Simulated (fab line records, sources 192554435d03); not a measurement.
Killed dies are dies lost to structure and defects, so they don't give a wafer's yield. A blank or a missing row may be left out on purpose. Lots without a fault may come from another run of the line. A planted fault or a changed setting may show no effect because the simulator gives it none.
fab line records | flow n5_finfet
record lots=7 wafers=21
route steps=1938 shown HKMG_FIN@395 MOL_CONTACT_COAG@599 BEOL_M0_SAQP@698 BEOL_M1@794 BEOL_M2@845
start_h: hours from the record's first day to the start of the lot's first wafer shown | wait_h: hours since the lot's step before | " the same as in the row above | L1.1+2: a row that stands for several wafers | - no value, or no start given | * or withheld: withheld | < > ~ a bound
route shown NAME@n: a module of which the file shows steps, and the number in the route of the first | usual: mean/standard deviation of fault-free wafers | same: alike in all rows | chamber/n: place in a boat | sites: the reading at each site | _std_site: their standard deviation | _edge_site: outer sites' mean less inner sites' | radius_mm: how far each site lies from the wafer's centre | mask NAME#n: copy n | behind: the tool/chamber that last shaped the wafer | hold: why the lot was held/for how many hours/how that ended | device: the transistor (n, p or np) that didn't switch | end of line: the same wafers' tests at the end of the route | a step without rows: its recipe alone | killed: dies lost to structure and defects at the first sort, not the wafer's yield | map: a wafer's dies, x killed, . not, _ none there
set.NAME: the setting as run; set.NAME@STEP: as run at that earlier step | model.NAME: the simulator's own value behind a step, which no gauge read
lots whose settings were changed on purpose; a table a step, a row a wafer
## steps
# step N5_HKMG_FIN_EXPOSE_46
# recipe mask_id=NDIPOLE na=1.35 source_shape=conventional sigma_outer=0.8 polarization=unpolarized dose_mj=40
# columns lot.wafer tool chamber start_h wait_h mask set.dose_mj
L075.2+6 arfi_scanner-01 0 77.32 - NDIPOLE#0 39.2
L075.5 " 0 " " NDIPOLE#0 40
L076.2+5+6 arfi_scanner-02 0 84.87 - NDIPOLE#0 40
L078.1+6 arfi_scanner-02 0 93.75 - NDIPOLE#0 40
L078.3 " 0 " " NDIPOLE#0 42.15
L081.1+4 arfi_scanner-02 0 115.12 - NDIPOLE#0 42.2
L081.6 " 0 " " NDIPOLE#0 40
L085.1+3+6 arfi_scanner-02 0 139.69 - NDIPOLE#0 41.04
L096.1+3+4 arfi_scanner-03 0 204.88 - NDIPOLE#0 40
L097.2 arfi_scanner-01 0 211.97 - NDIPOLE#0 42.19
L097.3+6 " 0 " " NDIPOLE#0 40
# step N5_HKMG_FIN_DEVELOP_48
# recipe develop_time_s=30 developer=TMAH resist=CAR-ArF rinse_liquid=diw dry=air_spin dev_temp_c=23
# columns lot.wafer tool chamber start_h wait_h set.develop_time_s
L075.2+5+6 litho_track-04 0 - - 30
L076.2+5+6 litho_track-04 0 - - 30
L078.1+3+6 litho_track-04 0 - - 32.2
L081.1 litho_track-02 0 - - 30
L081.4+6 " 0 " " 27.34
L085.1+6 litho_track-01 0 - - 30
L085.3 " 0 " " 34.39
L096.1 litho_track-02 0 - - 36.62
L096.3+4 " 0 " " 30
L097.2+3 litho_track-02 0 - - 24.65
L097.6 " 0 " " 30
# step N5_HKMG_FIN_CD_MEAS_49
# recipe target_cd_nm=202 landing_energy_ev=500 detector=se_inlens polarity=opening
# usual cd_nm=202.2/0.69
# columns lot.wafer tool chamber start_h wait_h set.dose_mj@HKMG_FIN_EXPOSE_46 cd_nm
L075.2 cd_sem-01 0 77.44 - 39.2 201.0
L075.5 " 0 " " 40 201.4
L075.6 " 0 " " 39.2 201.0
L076.2 cd_sem-02 0 84.99 - 40 201.9
L076.5 " 0 " " 40 202.1
L076.6 " 0 " " 40 203.1
L078.1 cd_sem-01 0 93.87 - 40 201.7
L078.3 " 0 " " 42.15 205.0
L078.6 " 0 " " 40 201.3
L081.1 cd_sem-01 0 115.25 - 42.2 205.7
L081.4 " 0 " " 42.2 205.3
L081.6 " 0 " " 40 201.9
L085.1 cd_sem-03 0 139.81 - 41.04 203.7
L085.3 " 0 " " 41.04 204.9
L085.6 " 0 " " 41.04 204.3
L096.1 cd_sem-01 0 205.01 - 40 203.6
L096.3 " 0 " " 40 202.6
L096.4 " 0 " " 40 201.3
L097.2 cd_sem-01 0 212.08 - 42.19 205.5
L097.3 " 0 " " 40 203.1
L097.6 " 0 " " 40 203.0
# step N5_MOL_CONTACT_COAG_EXPOSE_37
# recipe mask_id=VD na=0.33 source_shape=annular sigma_inner=0.3 sigma_outer=0.7 polarization=unpolarized defocus_nm=0 dose_mj=62
# columns lot.wafer tool chamber start_h wait_h mask set.dose_mj
L075.2+6 euv_scanner-01 0 109.51 - VD#0 62
L075.5 " 0 " " VD#0 64.99
L076.2+5+6 euv_scanner-02 0 112.81 - VD#0 62
L078.1+3 euv_scanner-01 0 123.32 - VD#0 63.33
L078.6 " 0 " " VD#0 62
L081.1+6 euv_scanner-01 0 142.18 - VD#0 62
L081.4 " 0 " " VD#0 66.01
L085.1+3+6 euv_scanner-01 0 169.49 - VD#0 62
L096.1 euv_scanner-02 0 238.16 - VD#0 57.84
L096.3+4 " 0 " " VD#0 62
L097.2 euv_scanner-01 0 239.20 - VD#0 62
L097.3+6 " 0 " " VD#0 63.72
# step N5_MOL_CONTACT_COAG_PEB_38
# recipe peb_temp_c=100 peb_time_s=60 resist=CAR-EUV
# step N5_MOL_CONTACT_COAG_DEVELOP_39
# recipe develop_time_s=30 developer=TMAH resist=CAR-EUV rinse_liquid=surfactant_rinse dry=air_spin dev_temp_c=23
# step N5_MOL_CONTACT_COAG_CD_MEAS_40
# recipe target_cd_nm=25.1 landing_energy_ev=500 detector=se_inlens polarity=opening
# usual cd_nm=25.11/0.21
# columns lot.wafer tool chamber start_h wait_h set.dose_mj@MOL_CONTACT_COAG_EXPOSE_37 cd_nm
L075.2 cd_sem-02 0 109.65 - 62 25.34
L075.5 " 0 " " 64.99 26.22
L075.6 " 0 " " 62 25.27
L076.2 cd_sem-02 0 112.95 - 62 24.78
L076.5 " 0 " " 62 24.90
L076.6 " 0 " " 62 24.88
L078.1 cd_sem-01 0 123.46 - 63.33 25.35
L078.3 " 0 " " 63.33 25.33
L078.6 " 0 " " 62 24.99
L081.1 cd_sem-02 0 142.33 - 62 24.96
L081.4 " 0 " " 66.01 26.47
L081.6 " 0 " " 62 24.97
L085.1 cd_sem-02 0 169.64 - 62 25.10
L085.3 " 0 " " 62 25.32
L085.6 " 0 " " 62 25.48
L096.1 cd_sem-01 0 238.31 - 57.84 23.79
L096.3 " 0 " " 62 25.26
L096.4 " 0 " " 62 25.28
L097.2 cd_sem-02 0 239.33 - 62 24.93
L097.3 " 0 " " 63.72 25.89
L097.6 " 0 " " 63.72 25.70
# step N5_MOL_CONTACT_COAG_PRECLEAN_138
# recipe chemistry=alkaline_clean temp_c=60 time_s=60 do_ppb=50
# step N5_MOL_CONTACT_COAG_SRD_139
# recipe dry=ipa_marangoni time_s=30 temp_c=23 rinse_liquid=diw
# step N5_MOL_CONTACT_COAG_CD_MEAS_101
# recipe target_cd_nm=16
# usual cd_nm=16.0/0.32
# columns lot.wafer tool chamber start_h wait_h set.dose_mj@MOL_CONTACT_COAG_EXPOSE_37 cd_nm
L075.2 cd_sem-01 - 110.79 0.0 62 16.3
L075.5 " - " " 64.99 17.3
L075.6 " - " " 62 16.2
L076.2 cd_sem-01 - 113.89 0.0 62 16.6
L076.5 " - " " 62 16.4
L076.6 " - " " 62 16.1
L078.1 cd_sem-03 - 124.79 0.0 63.33 16.5
L078.3 " - " " 63.33 16.3
L078.6 " - " " 62 15.4
L081.1 cd_sem-02 - 143.36 0.0 62 16.3
L081.4 " - " " 66.01 17.5
L081.6 " - " " 62 16.0
L085.1 cd_sem-02 - 170.64 0.0 62 15.4
L085.3 " - " " 62 16.0
L085.6 " - " " 62 16.2
L096.1 cd_sem-03 - 239.25 0.0 57.84 14.8
L096.3 " - " " 62 15.8
L096.4 " - " " 62 16.7
L097.2 cd_sem-01 - 240.94 0.0 62 16.1
L097.3 " - " " 63.72 16.3
L097.6 " - " " 63.72 16.1
# step N5_BEOL_M0_SAQP_ALD_48
# recipe material=SiO2 target_thk_a=200 temp_c=100 ald_precursor_family=BDEAS ald_co_reactant=O2-plasma pulse_time_s=1 co_reactant_pulse_time_s=1 purge_time_s=2 co_reactant_purge_time_s=2 ald_cycles=139 pressure_torr=2
# columns lot.wafer tool chamber start_h wait_h set.ald_cycles model.SiO2_of_BEOL_M0_SAQP_ALD_48.thk_nm
L075.2 ald_sin-03 2 122.54 0.0 154 22
L075.5 " 1 " " 154 22.2
L075.6 " 0 " " 139 20
L076.2 ald_sin-01 2 125.88 0.1 139 19.8
L076.5+6 " 3,2 " " 139 20
L078.1+6 ald_sin-02 1,0 135.56 0.0 139 19.8
L078.3 " 3 " " 139 20
L081.1 ald_sin-03 3 154.24 0.0 139 20
L081.4 " 2 " " 139 20.2
L081.6 " 0 " " 132 19.2
L085.1 ald_sin-03 1 180.92 0.2 139 20.2
L085.3 " 3 " " 157 22.4
L085.6 " 1 " " 139 20
L096.1+3 ald_sin-01 1,0 248.69 0.0 126 18.2
L096.4 " 2 " " 139 20
L097.2+3+6 ald_sin-03 0,2,1 255.84 0.0 128 18.4
# step N5_BEOL_M1_ETCH_70
# recipe chemistry=N2/H2 target=SOC target_depth_a=800 overetch_a=160 mask_material=SiARC temp_c=40 time_s=120 ion_energy_ev=200 pressure_mtorr=30 source_w=840 bias_w=150 n2_flow_sccm=200 h2_flow_sccm=200
# usual rf_vpp_V=523.8/2
# columns lot.wafer tool chamber start_h wait_h set.source_w rf_vpp_V
L075.2 rie_diel-05 3 145.86 0.0 912.6 509.7
L075.5 " 3 " " 840 522.9
L075.6 " 0 " " 840 521.4
L076.2 rie_diel-05 0 148.90 0.0 840 521.3
L076.5 " 1 " " 840 526.4
L076.6 " 2 " " 840 524.7
L078.1 rie_diel-05 3 152.11 0.0 840 522.1
L078.3 " 1 " " 696 557.9
L078.6 " 3 " " 696 556.5
L081.1 rie_diel-06 0 167.78 0.0 702.6 553.2
L081.4 " 2 " " 702.6 559.1
L081.6 " 2 " " 840 527.0
L085.1 rie_diel-06 1 196.80 0.0 928.9 506.6
L085.3 " 2 " " 840 527.1
L085.6 " 0 " " 928.9 504.0
L096.1 rie_diel-02 0 267.29 0.0 898.2 514.0
L096.3 " 2 " " 840 524.7
L096.4 " 1 " " 898.2 510.9
L097.2 rie_diel-02 2 274.74 0.0 840 522.0
L097.3 " 1 " " 840 522.2
L097.6 " 1 " " 840 521.2
# step N5_BEOL_M1_TRENCH_ETCH_37
# recipe chemistry=C4F6/O2 target_depth_a=552.07 target=SiOC time_s=29 ion_energy_ev=250 pressure_mtorr=30 source_w=355 bias_w=185 Ar_flow_sccm=300 C4F6_flow_sccm=10 O2_flow_sccm=10
# usual rf_vpp_V=666/12
# columns lot.wafer tool chamber start_h wait_h set.bias_w rf_vpp_V
L075.2 rie_diel-05 3 - - 185 667
L075.5 " 3 " " 185 669
L075.6 " 0 " " 185 648
L076.2 rie_diel-05 0 - - 185 646
L076.5 " 1 " " 185 665
L076.6 " 2 " " 185 687
L078.1 rie_diel-05 3 - - 185 667
L078.3 " 1 " " 185 667
L078.6 " 3 " " 185 666
L081.1 rie_diel-06 0 - - 185 685
L081.4 " 2 " " 201.5 712
L081.6 " 2 " " 201.5 711
L085.1 rie_diel-06 1 - - 185 675
L085.3 " 2 " " 185 664
L085.6 " 0 " " 175 655
L096.1 rie_diel-02 0 - - 185 673
L096.3 " 2 " " 162.2 597
L096.4 " 1 " " 162.2 585
L097.2 rie_diel-02 2 - - 211.2 736
L097.3 " 1 " " 211.2 721
L097.6 " 1 " " 185 650
# step N5_BEOL_M2_COAT_61
# recipe resist=SOC temp_c=250 time_s=60 spin_rpm=1500 resist_thk_nm=60
# columns lot.wafer tool chamber start_h wait_h set.spin_rpm model.SOC_of_BEOL_M2_COAT_61.thk_nm
L075.2 litho_track-03 0 152.61 0.1 1573 58.8
L075.5 " 0 " " 1500 60.4
L075.6 " 0 " " 1500 60.2
L076.2 litho_track-03 0 154.05 0.1 1500 60.6
L076.5+6 " 0 " " 1500 60.4
L078.1+3 litho_track-03 0 160.67 0.1 1500 60.4
L078.6 " 0 " " 1500 60.2
L081.1+4+6 litho_track-01 0 172.78 0.1 1500 59.6
L085.1+3 litho_track-03 0 203.89 0.1 1553 59
L085.6 " 0 " " 1500 60
L096.1 litho_track-03 0 274.94 0.1 1399 62.4
L096.3 " 0 " " 1500 60.2
L096.4 " 0 " " 1399 62.2
L097.2+3 litho_track-03 0 281.49 0.1 1500 60.2
L097.6 " 0 " " 1500 59.8
# step N5_BEOL_M2_DESCUM_16
# recipe chemistry=O2 time_s=7 source_power_w=50 bias_power_w=20 pressure_mtorr=20 rf_frequency_hz=2.712e+07 temp_c=40 resist=CAR-EUV o2_flow_sccm=225
# columns lot.wafer tool chamber start_h wait_h set.time_s model.CAR-EUV_of_BEOL_M2_COAT_05.thk_nm
L075.2 rie_diel-01 2 153.12 0.0 5.47 26.8
L075.5 " 0 " " 7 26.2
L075.6 " 1 " " 5.47 27
L076.2 rie_diel-01 2 154.68 0.1 7 26
L076.5+6 " 3,2 " " 7 26.2
L078.1+6 rie_diel-03 1 161.19 0.0 5.683 27
L078.3 " 0 " " 7 26.2
L081.1+6 rie_diel-04 3 173.30 0.0 5.81 26.6
L081.4 " 1 " " 7 26
L085.1+3 rie_diel-01 1,3 204.61 0.2 8.157 25.4
L085.6 " 0 " " 7 26.2
L096.1+3 rie_diel-01 1,3 275.47 0.0 7 26
L096.4 " 0 " " 8.118 25.4
L097.2 rie_diel-03 3 282.01 0.0 7 26.2
L097.3+6 " 1 " " 7.584 25.8
# step N5_BEOL_M2_ETCH_74
# recipe chemistry=N2/H2 target=underlayer target_depth_a=65 mask_material=CAR-EUV time_s=5.2 ion_energy_ev=200 pressure_mtorr=30 source_w=840 bias_w=150 n2_flow_sccm=200 h2_flow_sccm=200 ends=cleared
# step N5_BEOL_M2_ETCH_63
# recipe chemistry=CF4 target=SiARC target_depth_a=156 mask_material=CAR-EUV time_s=26 ion_energy_ev=80 pressure_mtorr=40 source_w=545 bias_w=36 Ar_flow_sccm=100 cf4_flow_sccm=100 ends=cleared
# step N5_BEOL_M2_ETCH_64
# recipe chemistry=N2/H2 target=SOC target_depth_a=750 overetch_a=225 mask_material=SiARC temp_c=40 time_s=121.9 ion_energy_ev=200 pressure_mtorr=30 source_w=840 bias_w=150 n2_flow_sccm=200 h2_flow_sccm=200
# columns lot.wafer tool chamber start_h wait_h set.spin_rpm@BEOL_M2_COAT_61 model.etch.depth_nm
L075.2 rie_diel-01 2 153.20 0.0 1573 58.82
L075.5 " 0 " " 1500 60.38
L075.6 " 1 " " 1500 60.28
L076.2 rie_diel-01 2 154.76 0.0 1500 60.54
L076.5 " 3 " " 1500 60.45
L076.6 " 2 " " 1500 60.34
L078.1 rie_diel-03 1 161.27 0.0 1500 60.34
L078.3 " 0 " " 1500 60.3
L078.6 " 1 " " 1500 60.2
L081.1 rie_diel-04 3 173.38 0.0 1500 59.64
L081.4 " 1 " " 1500 59.61
L081.6 " 3 " " 1500 59.58
L085.1 rie_diel-01 1 204.68 0.0 1553 59.09
L085.3 " 3 " " 1553 58.93
L085.6 " 0 " " 1500 60.03
L096.1 rie_diel-01 1 275.55 0.0 1399 62.38
L096.3 " 3 " " 1500 60.14
L096.4 " 0 " " 1399 62.27
L097.2 rie_diel-03 3 282.09 0.0 1500 60.26
L097.3 " 1 " " 1500 60.2
L097.6 " 1 " " 1500 59.88
# step N5_BEOL_M2_STRIP_65
# recipe chemistry=N2/H2 temp_c=40 n2_flow_sccm=200 h2_flow_sccm=200 rf_frequency_hz=6e+07
# step N5_BEOL_M2_STRIP_75
# recipe chemistry=N2/H2 temp_c=40 n2_flow_sccm=200 h2_flow_sccm=200 rf_frequency_hz=6e+07
# step N5_BEOL_M2_STRIP_66
# recipe chemistry=CF4 resist=SiARC power_w=300 bias_power_w=75 pressure_mtorr=50 cf4_flow_sccm=150 rf_frequency_hz=6e+07
# step N5_BEOL_M2_HM_OPEN_17
# recipe chemistry=Cl2/BCl3 target_depth_a=200 overetch_a=60 target=TiN mask_material=SOC ion_energy_ev=150 pressure_mtorr=10 icp_w=1000 bias_w=126 Cl2_flow_sccm=53.25 bcl3_flow_sccm=21.75 Ar_flow_sccm=25
# columns lot.wafer tool chamber start_h wait_h set.spin_rpm@BEOL_M2_COAT_61 model.SOC_of_BEOL_M2_COAT_61.thk_nm
L075.2 rie_metal-03 1 153.40 0.1 1573 51
L075.5+6 " 1 " " 1500 52.4
L076.2 rie_metal-03 1 154.96 0.1 1500 52.6
L076.5+6 " 1 " " 1500 52.4
L078.1+3 rie_metal-02 0,1 161.44 0.0 1500 52.4
L078.6 " 0 " " 1500 52.2
L081.1 rie_metal-01 1 173.55 0.0 1500 51.2
L081.4 " 0 " " 1500 51.6
L081.6 " 0 " " 1500 51.4
L085.1 rie_metal-03 0 204.86 0.0 1553 51.4
L085.3 " 0 " " 1553 51.2
L085.6 " 1 " " 1500 52
L096.1 rie_metal-03 1 275.72 0.0 1399 54.4
L096.3 " 1 " " 1500 52.2
L096.4 " 0 " " 1399 54.6
L097.2+3 rie_metal-02 1 282.26 0.0 1500 52.2
L097.6 " 0 " " 1500 52
# step N5_BEOL_M2_ALD_98
# recipe material=SiO2 target_thk_a=25 temp_c=100 ald_precursor_family=BDEAS ald_co_reactant=O2-plasma pulse_time_s=1 co_reactant_pulse_time_s=1 purge_time_s=2 co_reactant_purge_time_s=2 ald_cycles=17 pressure_torr=2
# columns lot.wafer tool chamber start_h wait_h set.ald_cycles model.SiO2_of_BEOL_M2_ALD_98.thk_nm
L075.2 ald_sin-04 2 154.25 0.1 17 2.4
L075.5+6 " 3,2 " " 19 2.8
L076.2+6 ald_sin-04 2,3 156.24 0.4 17 2.6
L076.5 " 2 " " 17 2.4
L078.1+3 ald_sin-04 3,1 162.23 0.1 17 2.6
L078.6 " 2 " " 17 2.4
L081.1 ald_sin-03 2 174.31 0.1 19 2.8
L081.4 " 1 " " 17 2.6
L081.6 " 1 " " 17 2.4
L085.1 ald_sin-02 0 205.73 0.1 19 2.8
L085.3+6 " 3 " " 17 2.4
L096.1 ald_sin-04 1 276.79 0.4 17 2.6
L096.3+4 " 2,3 " " 20 3
L097.2+3+6 ald_sin-04 1,2,0 283.21 0.2 17 2.4
# step N5_BEOL_M2_TRENCH_ETCH_37
# recipe chemistry=C4F6/O2 target_depth_a=555.55 target=SiOC time_s=29.2 ion_energy_ev=250 pressure_mtorr=30 source_w=355 bias_w=185 Ar_flow_sccm=300 C4F6_flow_sccm=10 O2_flow_sccm=10
# usual rf_vpp_V=662/10
# columns lot.wafer tool chamber start_h wait_h set.source_w rf_vpp_V
L075.2 rie_diel-04 2 - - 355 663
L075.5 " 0 " " 355 664
L075.6 " 2 " " 355 664
L076.2 rie_diel-04 2 - - 355 663
L076.5 " 1 " " 355 673
L076.6 " 0 " " 355 663
L078.1 rie_diel-01 2 - - 355 642
L078.3 " 0 " " 355 672
L078.6 " 3 " " 329.3 685
L081.1 rie_diel-01 3 - - 355 660
L081.4 " 0 " " 355 674
L081.6 " 3 " " 355 659
L085.1 rie_diel-04 2 - - 381.2 639
L085.3 " 0 " " 355 663
L085.6 " 2 " " 355 664
L096.1 rie_diel-01 3 - - 355 659
L096.3 " 0 " " 355 673
L096.4 " 1 " " 325.9 694
L097.2 rie_diel-01 3 - - 355 658
L097.3 " 2 " " 404.8 610
L097.6 " 0 " " 355 671
## key
split step=N5_HKMG_FIN_EXPOSE_46 setting=dose_mj stated=40 by=wafer
response step=N5_HKMG_FIN_CD_MEAS_49 reading=cd_nm change=+0.564 per=1% r=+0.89
split step=N5_HKMG_FIN_DEVELOP_48 setting=develop_time_s stated=30 by=wafer
response none clear
split step=N5_MOL_CONTACT_COAG_EXPOSE_37 setting=dose_mj stated=62 by=wafer
response step=N5_MOL_CONTACT_COAG_CD_MEAS_40 reading=cd_nm change=+0.222 per=1% r=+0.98
response step=N5_MOL_CONTACT_COAG_CD_MEAS_101 reading=cd_nm change=+0.211 per=1% r=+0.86
split step=N5_BEOL_M0_SAQP_ALD_48 setting=ald_cycles stated=139 by=wafer
response step=N5_BEOL_M0_SAQP_ALD_48 reading=model.SiO2_of_BEOL_M0_SAQP_ALD_48.thk_nm change=+0.186 per=1% r=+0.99
split step=N5_BEOL_M1_ETCH_70 setting=source_w stated=840 by=wafer
response step=N5_BEOL_M1_ETCH_70 reading=rf_vpp_V change=-1.89 per=1% r=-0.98
split step=N5_BEOL_M1_TRENCH_ETCH_37 setting=bias_w stated=185 by=wafer
response step=N5_BEOL_M1_TRENCH_ETCH_37 reading=rf_vpp_V change=+5.28 per=1% r=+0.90
split step=N5_BEOL_M2_COAT_61 setting=spin_rpm stated=1500 by=wafer
response step=N5_BEOL_M2_COAT_61 reading=model.SOC_of_BEOL_M2_COAT_61.thk_nm change=-0.306 per=1% r=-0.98
response step=N5_BEOL_M2_ETCH_64 reading=model.etch.depth_nm change=-0.314 per=1% r=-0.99
response step=N5_BEOL_M2_HM_OPEN_17 reading=model.SOC_of_BEOL_M2_COAT_61.thk_nm change=-0.304 per=1% r=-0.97
split step=N5_BEOL_M2_DESCUM_16 setting=time_s stated=7 by=wafer
response step=N5_BEOL_M2_DESCUM_16 reading=model.CAR-EUV_of_BEOL_M2_COAT_05.thk_nm change=-0.0388 per=1% r=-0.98
split step=N5_BEOL_M2_ALD_98 setting=ald_cycles stated=17 by=wafer
response step=N5_BEOL_M2_ALD_98 reading=model.SiO2_of_BEOL_M2_ALD_98.thk_nm change=+0.0275 per=1% r=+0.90
split step=N5_BEOL_M2_TRENCH_ETCH_37 setting=source_w stated=355 by=wafer
response step=N5_BEOL_M2_TRENCH_ETCH_37 reading=rf_vpp_V change=-3.7 per=1% r=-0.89
